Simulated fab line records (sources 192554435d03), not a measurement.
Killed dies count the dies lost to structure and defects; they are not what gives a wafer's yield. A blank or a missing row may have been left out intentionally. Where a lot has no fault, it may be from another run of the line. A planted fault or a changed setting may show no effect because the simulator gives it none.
A single fault, viewed from 2 desks || flow n5Finfet || what lay behind the numbers comes last; until then each desk has only its own

## THE DEFECT DESK
Per lot, the means of the sampled wafers with a number show what the inspections along the route counted. The brackets show how far a lot's mean lies from the usual mean; more than 4 standard deviations puts the lot out of limits, marked OUT.
Columns: A = rawDefectCount at N5_BEOL_M8_INSPECT_13, usual 391
{"lot": "L245", "first seen here": "day 9 08:10", "A": 469}
{"lot": "L248", "first seen here": "day 10 00:44", "A": 379}
{"lot": "L250", "first seen here": "day 10 16:35", "A": 408}
{"lot": "L252", "first seen here": "day 11 00:23", "A": 441}
{"lot": "L251", "first seen here": "day 11 02:09", "A": 317}
{"lot": "L263", "first seen here": "day 13 22:19", "A": 404}
{"lot": "L266", "first seen here": "day 14 14:07", "A": 383}
{"lot": "L262", "first seen here": "day 14 16:01", "A": 420}
{"lot": "L265", "first seen here": "day 14 21:08", "A": 398}
{"lot": "L268", "first seen here": "day 15 05:40", "A": 348}
This desk's verdict: no lot among the 10 shows anything out of limits.

## TOOL OWNER'S DESK, rieDiel-03
The tool's own readings at N5_BEOL_M8_ETCH_72 (etches underlayer in N2/H2, target depth 6.5 nm, time 5.2 s): means of the sampled wafers that have a number, for each lot that ran on this tool. The brackets show how far a lot's mean lies from the usual mean; more than 4 standard deviations puts the lot out of limits, marked OUT.
Columns: A = drypumpMotorCurrentA at N5_BEOL_M8_ETCH_72, usual 5.7 A; B = etchRfOnTimeS at N5_BEOL_M8_ETCH_72, usual 5.24 s; C = h2FlowSccm at N5_BEOL_M8_ETCH_72, usual 199.9 sccm; D = oesProductAu at N5_BEOL_M8_ETCH_72, usual 0.69 a.u.; E = rfVppV at N5_BEOL_M8_ETCH_72, usual 525.2 V; F = showerheadPlenumPTorr at N5_BEOL_M8_ETCH_72, usual 2.59 Torr; G = throttleValvePct at N5_BEOL_M8_ETCH_72, usual 17.80 %
{"lot": "L245", "first seen here": "day 9 09:44", "A": 5.7, "B": 5.42, "C": 200.7, "D": 0.64, "E": 523.0, "F": 2.50, "G": 17.82}
{"lot": "L248", "first seen here": "day 10 03:04", "A": 5.8, "B": 5.38, "C": 200.5, "D": 0.68, "E": 523.0, "F": 2.50, "G": 17.57}
{"lot": "L250", "first seen here": "day 10 17:58", "A": 5.8, "B": 5.26, "C": 200.7, "D": 0.74, "E": 525.6, "F": 2.62, "G": 17.68}
{"lot": "L252", "first seen here": "day 11 01:49", "A": 5.7, "B": 5.35, "C": "206.5 (+11) OUT", "D": 0.69, "E": 524.2, "F": 2.62, "G": 17.92}
{"lot": "L251", "first seen here": "day 11 04:34", "A": 5.9, "B": 5.19, "C": "206.4 (+11) OUT", "D": 0.76, "E": 525.9, "F": 2.61, "G": 17.78}
{"lot": "L262", "first seen here": "day 14 17:23", "A": 5.5, "B": 5.36, "C": 199.5, "D": 0.67, "E": 526.5, "F": 2.60, "G": 17.76}
This desk's verdict: out of limits on L251, L252, starting with L252 at day 11 01:49 (h2FlowSccm at N5_BEOL_M8_ETCH_72). In limits: L245, L248, L250, L262.

## TAKEN TOGETHER
On L251, L252, at day 11 01:49, an alarm was possible from the tool owner's desk.
Nothing the defect desk looked at was out of limits.
The defect desk has L251, L252 on record, within its limits.
N5_BEOL_M8_ETCH_72 was run on rieDiel-03 by each of the lots named.

## WHAT HAD BEEN PUT IN BY THE SIMULATOR
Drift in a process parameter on rieDiel-03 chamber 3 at N5_BEOL_M8_ETCH_72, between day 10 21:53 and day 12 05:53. A move of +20 in setting h2FlowSccm, from 200. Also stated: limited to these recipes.
Lots struck among those shown: L251, L252.
Hours from the fault's start to each desk's first reading out of limits: the tool owner's desk, 4.
